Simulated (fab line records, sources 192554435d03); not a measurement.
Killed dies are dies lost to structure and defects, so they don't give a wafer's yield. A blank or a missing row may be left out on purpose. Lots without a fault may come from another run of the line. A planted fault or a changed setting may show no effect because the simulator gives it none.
Split-lot experiment | flow n5_finfet | 7 lots, 21 wafers read, on a route of 1938 steps

THE SPLIT
At N5_BEOL_M9_COAT_05 (resist thk 90 nm), the setting spin_rpm was moved away from the recipe's 1500 rpm on 5 of the 21 wafers read, by -3.5% to +8.5%. The other wafers ran this setting at the recipe's value.

FROM THE SPLIT TO THE READING: what the file shows between them, 4 steps
- N5_BEOL_M9_EBR_07
- N5_BEOL_M9_SOFTBAKE_06: time 60 s
- N5_BEOL_M9_EXPOSE_08: exposes mask M9
- N5_BEOL_M9_PEB_09: peb time 60 s

THE READING
CAR-ArF_of_BEOL_M9_COAT_05.thk_nm (the simulator's own value, which no gauge read), in nm, at N5_BEOL_M9_DEVELOP_10 (develop time 30 s). The file gives no usual value for it. The 16 wafers here that ran the recipe average 88.5 nm, standard deviation 0.28 nm.

wafer  | tool, chamber at the split | spin_rpm as run, rpm | against the recipe | CAR-ArF_of_BEOL_M9_COAT_05.thk_nm, nm | against lot-mates on the recipe
L075.1 | litho_track-03, 0          | 1627                 | +8.5%              | 85                                    | -3.5
L075.3 | litho_track-03, 0          | 1500                 | recipe             | 88.2                                  | -
L075.6 | litho_track-03, 0          | 1500                 | recipe             | 88.8                                  | -
L076.4 | litho_track-03, 0          | 1500                 | recipe             | 88.8                                  | -
L076.5 | litho_track-03, 0          | 1500                 | recipe             | 88.8                                  | -
L076.6 | litho_track-03, 0          | 1500                 | recipe             | 89                                    | -
L084.1 | litho_track-03, 0          | 1500                 | recipe             | 88.4                                  | -
L084.2 | litho_track-03, 0          | 1571                 | +4.7%              | 86.4                                  | -1.8
L084.3 | litho_track-03, 0          | 1500                 | recipe             | 88                                    | -
L087.1 | litho_track-03, 0          | 1500                 | recipe             | 88.8                                  | -
L087.2 | litho_track-03, 0          | 1500                 | recipe             | 88.4                                  | -
L087.6 | litho_track-03, 0          | 1500                 | recipe             | 88.4                                  | -
L090.1 | litho_track-05, 0          | 1500                 | recipe             | 88.4                                  | -
L090.3 | litho_track-05, 0          | 1453                 | -3.1%              | 89.4                                  | +1.0
L090.6 | litho_track-05, 0          | 1453                 | -3.1%              | 89.6                                  | +1.2
L092.2 | litho_track-04, 0          | 1500                 | recipe             | 88.6                                  | -
L092.3 | litho_track-04, 0          | 1500                 | recipe             | 88.4                                  | -
L092.6 | litho_track-04, 0          | 1448                 | -3.5%              | 90                                    | +1.5
L097.1 | litho_track-05, 0          | 1500                 | recipe             | 88.2                                  | -
L097.5 | litho_track-05, 0          | 1500                 | recipe             | 88.2                                  | -
L097.6 | litho_track-05, 0          | 1500                 | recipe             | 88.2                                  | -

THE FIT
A straight line over all 21 wafers: CAR-ArF_of_BEOL_M9_COAT_05.thk_nm changes by -0.404 nm for each +1% of spin_rpm; r = -0.97; the points scatter about the line by 0.27 nm.
The same after taking each lot's own level away (the mean of its wafers on the recipe; 21 wafers): -0.399 nm for each +1%; r = -0.99; scatter 0.16 nm.
On that fit, the largest move of spin_rpm shifts the reading by 3.4 nm.
The lots' own levels span 88.20 to 88.87 nm, that is 2.4 times the standard deviation above.
So the lot-to-lot level changes the slope little: the two slopes agree.
Check: with one of the wafers moved furthest among these (+8.5%) left out of the fit, the line predicts -3.23 nm for it against its lot-mates. It came out at -3.5 nm against them.

OTHER SPLITS ON THESE WAFERS
These wafers also went through other splits before the reading. Each is held against what the fit with the lots' levels taken away leaves over:
other split on the same wafers   | wafers away from the commonest value | r with CAR-ArF_of_BEOL_M9_COAT_05.thk_nm (lot level and that fit taken away)
N5_BEOL_M7_ETCH_62 source_w      | 12                                   | +0.31
N5_BEOL_M7_COAT_71 spin_rpm      | 5                                    | +0.38
N5_BEOL_M8_VIA_ETCH_34 bias_w    | 10                                   | -0.10
N5_BEOL_M8_TRENCH_ETCH_37 bias_w | 8                                    | +0.19

THE WHOLE CHAIN: every reading that the file lists as answering this split, in the file's order
step                  | what it does      | reading                                                                            | change (the file's fit)               | r (the file's)
N5_BEOL_M9_COAT_05    | resist thk 90 nm  | CAR-ArF_of_BEOL_M9_COAT_05.thk_nm (the simulator's own value, which no gauge read) | -0.413 nm for each +1% of the setting | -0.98
N5_BEOL_M9_DEVELOP_10 | develop time 30 s | CAR-ArF_of_BEOL_M9_COAT_05.thk_nm (the simulator's own value, which no gauge read) | -0.404 nm for each +1% of the setting | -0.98

THE FILE'S OWN FIT
CAR-ArF_of_BEOL_M9_COAT_05.thk_nm changes by -0.404 nm for each +1% of spin_rpm, r = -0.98.
